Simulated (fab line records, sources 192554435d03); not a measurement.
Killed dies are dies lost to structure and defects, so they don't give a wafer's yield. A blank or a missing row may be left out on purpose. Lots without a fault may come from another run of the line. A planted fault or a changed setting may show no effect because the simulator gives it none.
Which tool did it? | flow n5_finfet | 24 lots, 72 wafers sampled, at 6 steps of a route of 1938

WHAT THE GAUGES READ, wafer by wafer
The record holds no reading of a measuring or inspecting step that can be judged against a usual standard deviation.

WHICH TOOL RAN EACH LOT (tool, then ch and the chambers of the sampled wafers, then the start)
lot  | N5_BEOL_M9_CURE_72            | N5_BEOL_M9_SURFACE_TREAT_79  | N5_BEOL_M9_ANNEAL_51             | N5_BEOL_M10_DESCUM_33              | N5_BEOL_M10_VIA_ETCH_34            | N5_BEOL_M11_DESCUM_16
L074 | uv_cure-01 ch 1, day 10 05:53 | pvd_sputter-03, day 10 06:41 | rtp_anneal-02 ch 0, day 10 07:23 | rie_diel-01 ch 1,2, day 10 12:08   | rie_diel-01 ch 1,2, day 10 12:20   | rie_diel-06 ch 0,1,2, day 10 17:34
L076 | uv_cure-03 ch 2, day 10 16:34 | pvd_sputter-03, day 10 18:37 | rtp_anneal-02 ch 0, day 10 19:17 | rie_diel-05 ch 0,1,3, day 11 02:56 | rie_diel-05 ch 0,1,3, day 11 03:08 | rie_diel-04 ch 0,1,3, day 11 08:32
L075 | uv_cure-02 ch 0, day 10 16:42 | pvd_sputter-03, day 10 18:39 | rtp_anneal-02 ch 0, day 10 19:34 | rie_diel-05 ch 0,1,2, day 11 03:50 | rie_diel-05 ch 0,1,2, day 11 04:03 | rie_diel-04 ch 0,1,3, day 11 11:23
L077 | uv_cure-01 ch 1, day 11 13:50 | pvd_sputter-01, day 11 16:29 | rtp_anneal-01 ch 0, day 11 17:03 | rie_diel-02 ch 1,2, day 11 22:44   | rie_diel-02 ch 1,2, day 11 22:56   | rie_diel-06 ch 1,2,3, day 12 05:38
L079 | uv_cure-02 ch 1, day 11 19:42 | pvd_sputter-02, day 11 20:38 | rtp_anneal-02 ch 0, day 11 21:25 | rie_diel-01 ch 1,3, day 12 01:10   | rie_diel-01 ch 1,3, day 12 01:23   | rie_diel-04 ch 2,3, day 12 06:30
L078 | uv_cure-03 ch 2, day 11 19:47 | pvd_sputter-02, day 11 20:41 | rtp_anneal-01 ch 0, day 11 21:43 | rie_diel-05 ch 1,2, day 12 01:19   | rie_diel-05 ch 1,2, day 12 01:32   | rie_diel-06 ch 2,3, day 12 06:47
L080 | uv_cure-02 ch 1, day 11 22:32 | pvd_sputter-03, day 11 23:23 | rtp_anneal-02 ch 0, day 12 00:04 | rie_diel-02 ch 0,1,2, day 12 05:21 | rie_diel-02 ch 0,1,2, day 12 05:34 | rie_diel-06 ch 0,1,3, day 12 12:22
L082 | uv_cure-02 ch 1, day 12 07:55 | pvd_sputter-02, day 12 09:06 | rtp_anneal-01 ch 0, day 12 09:36 | rie_diel-02 ch 1,2, day 12 16:42   | rie_diel-02 ch 1,2, day 12 16:55   | rie_diel-06 ch 1,3, day 12 22:08
L081 | uv_cure-03 ch 0, day 12 08:17 | pvd_sputter-02, day 12 09:08 | rtp_anneal-01 ch 0, day 12 09:55 | rie_diel-01 ch 1,2,3, day 12 16:32 | rie_diel-01 ch 1,2,3, day 12 16:44 | rie_diel-03 ch 0,2,3, day 12 21:56
L083 | uv_cure-02 ch 0, day 12 11:42 | pvd_sputter-03, day 12 12:37 | rtp_anneal-02 ch 0, day 12 13:19 | rie_diel-01 ch 0,1, day 12 19:00   | rie_diel-01 ch 0,1, day 12 19:13   | rie_diel-06 ch 0,1,3, day 13 01:57
L084 | uv_cure-03 ch 0, day 12 17:50 | pvd_sputter-03, day 12 18:44 | rtp_anneal-02 ch 0, day 12 21:17 | rie_diel-05 ch 0,2, day 13 01:04   | rie_diel-05 ch 0,2, day 13 01:16   | rie_diel-03 ch 1,2,3, day 13 05:35
L085 | uv_cure-03 ch 2, day 13 04:43 | pvd_sputter-02, day 13 05:33 | rtp_anneal-02 ch 0, day 13 06:05 | rie_diel-02 ch 0,1,2, day 13 10:18 | rie_diel-02 ch 0,1,2, day 13 10:31 | rie_diel-03 ch 0,1,3, day 13 16:05
L087 | uv_cure-02 ch 2, day 13 11:03 | pvd_sputter-02, day 13 12:12 | rtp_anneal-02 ch 0, day 13 13:07 | rie_diel-02 ch 0,3, day 13 17:30   | rie_diel-02 ch 0,3, day 13 17:43   | rie_diel-04 ch 1,2,3, day 14 00:20
L086 | uv_cure-02 ch 1, day 13 12:13 | pvd_sputter-02, day 13 13:34 | rtp_anneal-01 ch 0, day 13 14:11 | rie_diel-01 ch 0,1,2, day 13 18:50 | rie_diel-01 ch 0,1,2, day 13 19:02 | rie_diel-04 ch 0,2,3, day 14 02:27
L090 | uv_cure-03 ch 0, day 13 22:53 | pvd_sputter-02, day 14 00:16 | rtp_anneal-01 ch 0, day 14 01:09 | rie_diel-01 ch 0,1, day 14 09:05   | rie_diel-01 ch 0,1, day 14 09:17   | rie_diel-06 ch 1,2, day 14 14:32
L089 | uv_cure-03 ch 0, day 14 01:37 | pvd_sputter-02, day 14 02:50 | rtp_anneal-02 ch 0, day 14 03:23 | rie_diel-05 ch 2,3, day 14 10:07   | rie_diel-05 ch 2,3, day 14 10:25   | rie_diel-03 ch 1,3, day 14 16:07
L088 | uv_cure-02 ch 2, day 14 07:16 | pvd_sputter-02, day 14 08:25 | rtp_anneal-01 ch 0, day 14 08:58 | rie_diel-02 ch 0,1,2, day 14 14:05 | rie_diel-02 ch 0,1,2, day 14 14:17 | rie_diel-06 ch 2,3, day 14 20:00
L093 | uv_cure-02 ch 2, day 14 18:51 | pvd_sputter-01, day 14 19:40 | rtp_anneal-02 ch 0, day 14 20:07 | rie_diel-01 ch 0,2,3, day 15 05:08 | rie_diel-01 ch 0,2,3, day 15 05:20 | rie_diel-03 ch 0,1,3, day 15 11:36
L092 | uv_cure-02 ch 0, day 14 19:16 | pvd_sputter-03, day 14 20:11 | rtp_anneal-01 ch 0, day 14 20:57 | rie_diel-02 ch 1,2,3, day 15 04:34 | rie_diel-02 ch 1,2,3, day 15 04:46 | rie_diel-04 ch 0,2,3, day 15 11:05
L091 | uv_cure-01 ch 2, day 15 13:43 | pvd_sputter-01, day 15 14:58 | rtp_anneal-02 ch 0, day 15 16:16 | rie_diel-01 ch 1,3, day 15 19:53   | rie_diel-01 ch 1,3, day 15 20:06   | rie_diel-06 ch 0,1,2, day 16 01:08
L094 | uv_cure-02 ch 2, day 15 15:50 | pvd_sputter-01, day 15 16:58 | rtp_anneal-02 ch 0, day 15 17:55 | rie_diel-02 ch 2,3, day 15 21:20   | rie_diel-02 ch 2,3, day 15 21:33   | rie_diel-03 ch 0,3, day 16 05:11
L096 | uv_cure-01 ch 1, day 15 18:04 | pvd_sputter-02, day 15 18:56 | rtp_anneal-02 ch 0, day 15 19:26 | rie_diel-05 ch 2,3, day 15 23:37   | rie_diel-05 ch 2,3, day 15 23:50   | rie_diel-06 ch 0,1, day 16 05:29
L095 | uv_cure-01 ch 0, day 15 21:49 | pvd_sputter-01, day 15 23:50 | rtp_anneal-01 ch 0, day 16 00:38 | rie_diel-01 ch 0,2,3, day 16 06:20 | rie_diel-01 ch 0,2,3, day 16 06:33 | rie_diel-03 ch 0,1,3, day 16 14:35
L097 | uv_cure-03 ch 1, day 16 04:19 | pvd_sputter-01, day 16 06:16 | rtp_anneal-01 ch 0, day 16 07:34 | rie_diel-02 ch 0,1, day 16 13:29   | rie_diel-02 ch 0,1, day 16 13:42   | rie_diel-04 ch 1,2,3, day 16 18:23
- N5_BEOL_M9_CURE_72: cures SiCOH lowk, time 120 s.
- N5_BEOL_M9_SURFACE_TREAT_79
- N5_BEOL_M9_ANNEAL_51: time 90 s.
- N5_BEOL_M10_DESCUM_33: chemistry O2, time 7.9 s.
- N5_BEOL_M10_VIA_ETCH_34: etches SiCOH lowk in C4F6/O2, target depth 184.5 nm, time 69.2 s.
- N5_BEOL_M11_DESCUM_16: chemistry O2, time 7.9 s.

WHAT THE TOOLS THEMSELVES READ (means of the sampled wafers that have a number; where no wafer has one, the mark that the record gives instead)
N5_BEOL_M9_CURE_72. Usual: lamp_power_pct 52.31 %, standard deviation 0.054; wafer_temp_C_max 371.7, standard deviation 0.67.
lot  | tool       | lamp_power_pct (%) | wafer_temp_C_max | flag
L074 | uv_cure-01 | 52.27              | 371.7            |
L076 | uv_cure-03 | 52.30              | 371.9            |
L075 | uv_cure-02 | 52.31              | 372.9            |
L077 | uv_cure-01 | 52.37              | 371.4            |
L079 | uv_cure-02 | 52.32              | 371.8            |
L078 | uv_cure-03 | 52.30              | 371.4            |
L080 | uv_cure-02 | 52.24              | 371.8            |
L082 | uv_cure-02 | 52.25              | 371.5            |
L081 | uv_cure-03 | 52.29              | 371.0            |
L083 | uv_cure-02 | 52.32              | 372.1            |
L084 | uv_cure-03 | 52.29              | 371.3            |
L085 | uv_cure-03 | 52.30              | 372.1            |
L087 | uv_cure-02 | 52.33              | 370.8            |
L086 | uv_cure-02 | 52.31              | 372.1            |
L090 | uv_cure-03 | 52.33              | 371.3            |
L089 | uv_cure-03 | 52.29              | 371.3            |
L088 | uv_cure-02 | 52.35              | 371.3            |
L093 | uv_cure-02 | 52.25              | 371.1            |
L092 | uv_cure-02 | 52.27              | 372.8            |
L091 | uv_cure-01 | 52.28              | 372.2            |
L094 | uv_cure-02 | 52.31              | 371.2            |
L096 | uv_cure-01 | 52.33              | 372.0            |
L095 | uv_cure-01 | 52.30              | 371.1            |
L097 | uv_cure-03 | 52.30              | 371.2            |

N5_BEOL_M9_ANNEAL_51. Usual: anneal_temp_c 225.01 C, standard deviation 0.16; wafer_temp_C_max 225.8, standard deviation 0.39.
lot  | tool          | anneal_temp_c (C) | wafer_temp_C_max | flag
L074 | rtp_anneal-02 | 224.97            | 225.8            |
L076 | rtp_anneal-02 | 224.97            | 225.5            |
L075 | rtp_anneal-02 | 225.16            | 225.6            |
L077 | rtp_anneal-01 | 225.27            | 226.3            |
L079 | rtp_anneal-02 | 225.18            | 225.4            |
L078 | rtp_anneal-01 | 224.96            | 226.3            |
L080 | rtp_anneal-02 | 224.99            | 225.9            |
L082 | rtp_anneal-01 | 224.84            | 226.4            |
L081 | rtp_anneal-01 | 224.99            | 226.0            |
L083 | rtp_anneal-02 | 224.95            | 225.5            |
L084 | rtp_anneal-02 | 224.96            | 225.6            |
L085 | rtp_anneal-02 | 224.96            | 225.4            |
L087 | rtp_anneal-02 | 224.98            | 225.4            |
L086 | rtp_anneal-01 | 225.14            | 226.1            |
L090 | rtp_anneal-01 | 225.13            | 226.0            |
L089 | rtp_anneal-02 | 224.93            | 225.5            |
L088 | rtp_anneal-01 | 225.18            | 226.0            |
L093 | rtp_anneal-02 | 224.99            | 225.4            |
L092 | rtp_anneal-01 | 225.10            | 226.4            |
L091 | rtp_anneal-02 | 224.89            | 225.6            |
L094 | rtp_anneal-02 | 225.12            | 225.4            |
L096 | rtp_anneal-02 | 224.99            | 225.4            |
L095 | rtp_anneal-01 | 224.78            | 226.5            |
L097 | rtp_anneal-01 | 224.79            | 226.4            |

N5_BEOL_M10_DESCUM_33. Usual: drypump_motor_current_A 5.8 A, standard deviation 0.41; oes_product_au 0.77 a.u., standard deviation 0.092; rf_vpp_V 243.2 V, standard deviation 1.3; showerhead_plenum_p_Torr 2.10 Torr, standard deviation 0.073; throttle_valve_pct 20.5 %, standard deviation 0.32.
lot  | tool        | drypump_motor_current_A (A) | oes_product_au (a.u.) | rf_vpp_V (V) | showerhead_plenum_p_Torr (Torr) | throttle_valve_pct (%) | flag
L074 | rie_diel-01 | 6.3                         | 0.85                  | 243.9        | 2.17                            | 20.4                   |
L076 | rie_diel-05 | 5.5                         | 0.70                  | 242.6        | 2.10                            | 20.6                   |
L075 | rie_diel-05 | 5.7                         | 0.70                  | 242.8        | 2.08                            | 20.6                   |
L077 | rie_diel-02 | 5.8                         | 0.74                  | 242.6        | 2.03                            | 20.4                   |
L079 | rie_diel-01 | 6.3                         | 0.83                  | 243.4        | 2.13                            | 20.2                   |
L078 | rie_diel-05 | 5.5                         | 0.67                  | 243.7        | 2.09                            | 20.7                   |
L080 | rie_diel-02 | 5.6                         | 0.74                  | 243.4        | 2.06                            | 20.6                   |
L082 | rie_diel-02 | 5.8                         | 0.73                  | 241.8        | 2.03                            | 20.4                   |
L081 | rie_diel-01 | 6.0                         | 0.77                  | 243.9        | 2.14                            | 20.6                   |
L083 | rie_diel-01 | 6.4                         | 0.90                  | 245.3        | 2.21                            | 20.4                   |
L084 | rie_diel-05 | 6.1                         | 0.70                  | 241.6        | 2.04                            | 20.5                   |
L085 | rie_diel-02 | 5.6                         | 0.73                  | 242.5        | 2.05                            | 20.6                   |
L087 | rie_diel-02 | 5.5                         | 0.75                  | 242.3        | 2.06                            | 20.8                   |
L086 | rie_diel-01 | 6.2                         | 0.82                  | 244.7        | 2.19                            | 20.6                   |
L090 | rie_diel-01 | 6.3                         | 0.87                  | 244.5        | 2.20                            | 20.4                   |
L089 | rie_diel-05 | 5.8                         | 0.76                  | 242.9        | 2.08                            | 20.3                   |
L088 | rie_diel-02 | 5.7                         | 0.72                  | 243.5        | 2.05                            | 20.6                   |
L093 | rie_diel-01 | 5.9                         | 0.76                  | 243.8        | 2.15                            | 20.8                   |
L092 | rie_diel-02 | 5.9                         | 0.77                  | 242.3        | 2.04                            | 20.5                   |
L091 | rie_diel-01 | 6.3                         | 0.78                  | 243.5        | 2.12                            | 20.2                   |
L094 | rie_diel-02 | 5.8                         | 0.77                  | 242.9        | 2.08                            | 20.6                   |
L096 | rie_diel-05 | 5.7                         | 0.91                  | 243.6        | 2.10                            | 20.1                   |
L095 | rie_diel-01 | 5.9                         | 0.76                  | 243.6        | 2.15                            | 20.8                   |
L097 | rie_diel-02 | 5.7                         | 0.79                  | 241.6        | 2.00                            | 20.5                   |

N5_BEOL_M10_VIA_ETCH_34. Usual: drypump_motor_current_A 5.8 A, standard deviation 0.41; oes_product_au 0.77 a.u., standard deviation 0.096; rf_vpp_V 666 V, standard deviation 20; showerhead_plenum_p_Torr 2.85 Torr, standard deviation 0.095; throttle_valve_pct 20.98 %, standard deviation 0.29.
lot  | tool        | drypump_motor_current_A (A) | oes_product_au (a.u.) | rf_vpp_V (V) | showerhead_plenum_p_Torr (Torr) | throttle_valve_pct (%) | flag
L074 | rie_diel-01 | 6.2                         | 0.85                  | 673          | 2.91                            | 20.65                  |
L076 | rie_diel-05 | 5.6                         | 0.69                  | 667          | 2.87                            | 21.14                  |
L075 | rie_diel-05 | 5.7                         | 0.69                  | 667          | 2.83                            | 21.16                  |
L077 | rie_diel-02 | 5.8                         | 0.73                  | 687          | 2.76                            | 20.90                  |
L079 | rie_diel-01 | 6.3                         | 0.83                  | 664          | 2.88                            | 20.57                  |
L078 | rie_diel-05 | 5.5                         | 0.69                  | 678          | 2.85                            | 21.11                  |
L080 | rie_diel-02 | 5.7                         | 0.72                  | 668          | 2.80                            | 21.06                  |
L082 | rie_diel-02 | 5.8                         | 0.72                  | 686          | 2.76                            | 20.93                  |
L081 | rie_diel-01 | 6.0                         | 0.78                  | 671          | 2.87                            | 20.86                  |
L083 | rie_diel-01 | 6.4                         | 0.91                  | 644          | 3.00                            | 20.91                  |
L084 | rie_diel-05 | 6.0                         | 0.70                  | 667          | 2.78                            | 21.00                  |
L085 | rie_diel-02 | 5.6                         | 0.72                  | 668          | 2.79                            | 21.08                  |
L087 | rie_diel-02 | 5.5                         | 0.74                  | 638          | 2.79                            | 21.18                  |
L086 | rie_diel-01 | 6.2                         | 0.84                  | 661          | 2.95                            | 20.95                  |
L090 | rie_diel-01 | 6.3                         | 0.89                  | 644          | 2.99                            | 20.95                  |
L089 | rie_diel-05 | 5.8                         | 0.75                  | 677          | 2.83                            | 20.83                  |
L088 | rie_diel-02 | 5.6                         | 0.71                  | 668          | 2.79                            | 21.10                  |
L093 | rie_diel-01 | 5.9                         | 0.77                  | 658          | 2.91                            | 21.17                  |
L092 | rie_diel-02 | 5.8                         | 0.75                  | 676          | 2.77                            | 20.98                  |
L091 | rie_diel-01 | 6.2                         | 0.79                  | 663          | 2.86                            | 20.61                  |
L094 | rie_diel-02 | 5.8                         | 0.77                  | 677          | 2.83                            | 21.09                  |
L096 | rie_diel-05 | 5.7                         | 0.90                  | 678          | 2.86                            | 20.59                  |
L095 | rie_diel-01 | 5.9                         | 0.76                  | 659          | 2.91                            | 21.18                  |
L097 | rie_diel-02 | 5.6                         | 0.78                  | 668          | 2.72                            | 20.89                  |

N5_BEOL_M11_DESCUM_16. Usual: drypump_motor_current_A 5.6 A, standard deviation 0.44; oes_product_au 0.79 a.u., standard deviation 0.081; rf_vpp_V 243.2 V, standard deviation 1.3; showerhead_plenum_p_Torr 2.09 Torr, standard deviation 0.069; throttle_valve_pct 20.53 %, standard deviation 0.2.
lot  | tool        | drypump_motor_current_A (A) | oes_product_au (a.u.) | rf_vpp_V (V) | showerhead_plenum_p_Torr (Torr) | throttle_valve_pct (%) | flag
L074 | rie_diel-06 | 5.6                         | 0.74                  | 242.0        | 2.04                            | 20.44                  |
L076 | rie_diel-04 | 5.4                         | 0.75                  | 241.7        | 2.07                            | 20.59                  |
L075 | rie_diel-04 | 5.5                         | 0.75                  | 242.7        | 2.07                            | 20.58                  |
L077 | rie_diel-06 | 6.0                         | 0.75                  | 242.8        | 2.08                            | 20.48                  |
L079 | rie_diel-04 | 5.3                         | 0.88                  | 243.0        | 2.12                            | 20.62                  |
L078 | rie_diel-06 | 6.1                         | 0.79                  | 242.7        | 2.09                            | 20.37                  |
L080 | rie_diel-06 | 5.7                         | 0.79                  | 243.1        | 2.06                            | 20.38                  |
L082 | rie_diel-06 | 6.0                         | 0.80                  | 243.7        | 2.10                            | 20.42                  |
L081 | rie_diel-03 | 5.6                         | 0.81                  | 242.8        | 2.08                            | 20.42                  |
L083 | rie_diel-06 | 5.7                         | 0.79                  | 242.9        | 2.06                            | 20.39                  |
L084 | rie_diel-03 | 5.7                         | 0.85                  | 243.8        | 2.14                            | 20.43                  |
L085 | rie_diel-03 | 5.6                         | 0.80                  | 243.1        | 2.14                            | 20.58                  |
L087 | rie_diel-04 | 5.4                         | 0.81                  | 243.0        | 2.12                            | 20.59                  |
L086 | rie_diel-04 | 5.6                         | 0.82                  | 243.7        | 2.13                            | 20.71                  |
L090 | rie_diel-06 | 5.8                         | 0.78                  | 244.1        | 2.06                            | 20.56                  |
L089 | rie_diel-03 | 5.7                         | 0.82                  | 245.2        | 2.19                            | 20.62                  |
L088 | rie_diel-06 | 6.1                         | 0.85                  | 243.3        | 2.08                            | 20.32                  |
L093 | rie_diel-03 | 5.6                         | 0.78                  | 244.0        | 2.13                            | 20.61                  |
L092 | rie_diel-04 | 5.6                         | 0.79                  | 242.8        | 2.12                            | 20.74                  |
L091 | rie_diel-06 | 5.6                         | 0.79                  | 242.6        | 2.03                            | 20.41                  |
L094 | rie_diel-03 | 6.0                         | 0.77                  | 243.4        | 2.10                            | 20.68                  |
L096 | rie_diel-06 | 5.4                         | 0.75                  | 242.5        | 2.02                            | 20.40                  |
L095 | rie_diel-03 | 5.6                         | 0.77                  | 244.0        | 2.12                            | 20.63                  |
L097 | rie_diel-04 | 5.3                         | 0.88                  | 242.8        | 2.11                            | 20.50                  |

THE ANSWER, worked out from the rows above alone
Rule: a lot is off if the mean of its wafers that have a number lies more than 3 standard deviations from the usual mean. A lot without any number at a reading at which 4 lots or more have one is off too. The other lots that the step has rows for count as sound. The gauges are gone through in route order, then the tools' own readings, and for those a lot's mean is taken as printed above. The first step at which some lot is off is used, and at that step the reading that is off furthest; a lot without a number counts as furthest.
No lot is off at any reading shown: from this, nothing can be told.

WHAT THE SIMULATOR HAD PUT IN
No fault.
